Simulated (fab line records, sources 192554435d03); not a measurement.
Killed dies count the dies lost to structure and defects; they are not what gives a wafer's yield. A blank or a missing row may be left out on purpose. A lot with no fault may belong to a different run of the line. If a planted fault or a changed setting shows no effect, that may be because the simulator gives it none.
Matching of chambers + flow n5_finfet + N5_MOL_CONTACT_COAG_ETCH_15 on rie_diel-06: 4 sister chambers
The step etches SiNx in CH3F/O2, stops on Si:P, target depth 7 nm. 8 wafers are shown with their chamber, then 8 later ones without.

## WAFERS PAIRED WITH THEIR CHAMBERS
| wafer  | chamber | drypump_motor_current_A (A) | showerhead_plenum_p_Torr (Torr) |
|--------|---------|-----------------------------|---------------------------------|
| L080.1 | 3       | 4.9                         | 2.02                            |
| L081.1 | 2       | 5.9                         | 1.93                            |
| L081.4 | 1       | 5.7                         | 2.09                            |
| L081.6 | 0       | 6.9                         | 1.93                            |
| L088.2 | 0       | 6.8                         | 1.92                            |
| L088.3 | 2       | 5.9                         | 1.92                            |
| L088.5 | 1       | 5.7                         | 2.08                            |
| L090.1 | 3       | 4.9                         | 2.02                            |

## WAFERS WITH NO CHAMBER GIVEN
| wafer  | drypump_motor_current_A (A) | showerhead_plenum_p_Torr (Torr) |
|--------|-----------------------------|---------------------------------|
| L090.3 | 6.8                         | 1.92                            |
| L090.6 | 4.9                         | 2.02                            |
| L092.1 | 5.7                         | 2.08                            |
| L092.4 | 4.9                         | 2.01                            |
| L092.6 | 5.7                         | 2.08                            |
| L096.2 | 4.9                         | 2.01                            |
| L096.3 | 5.9                         | 1.91                            |
| L096.6 | 6.0                         | 1.91                            |

## WHICH CHAMBER EACH ONE RAN IN
| wafer  | from the rows above | in truth |
|--------|---------------------|----------|
| L090.3 | 0                   | 0        |
| L090.6 | 3                   | 3        |
| L092.1 | 1                   | 1        |
| L092.4 | 3                   | 3        |
| L092.6 | 1                   | 1        |
| L096.2 | 3                   | 3        |
| L096.3 | 2                   | 2        |
| L096.6 | 2                   | 2        |
Placed correctly: 8 of 8. Not placeable from these rows: 0. Number placed wrongly: 0.
How it was worked out, from the rows above alone: a wafer's distance from a chamber is the root of the sum, over the readings, of the square of ((its reading less the chamber's mean) divided by the reading's scatter). The wafer belongs to the nearest chamber; if the next one is less than 2 further off, it can't be placed. For every chamber, the mean is computed from those of its wafers that are shown. The scatter: take each reading less its chamber's mean, square it, sum over the shown wafers, divide by the number of wafers less the number of chambers, and take the root.
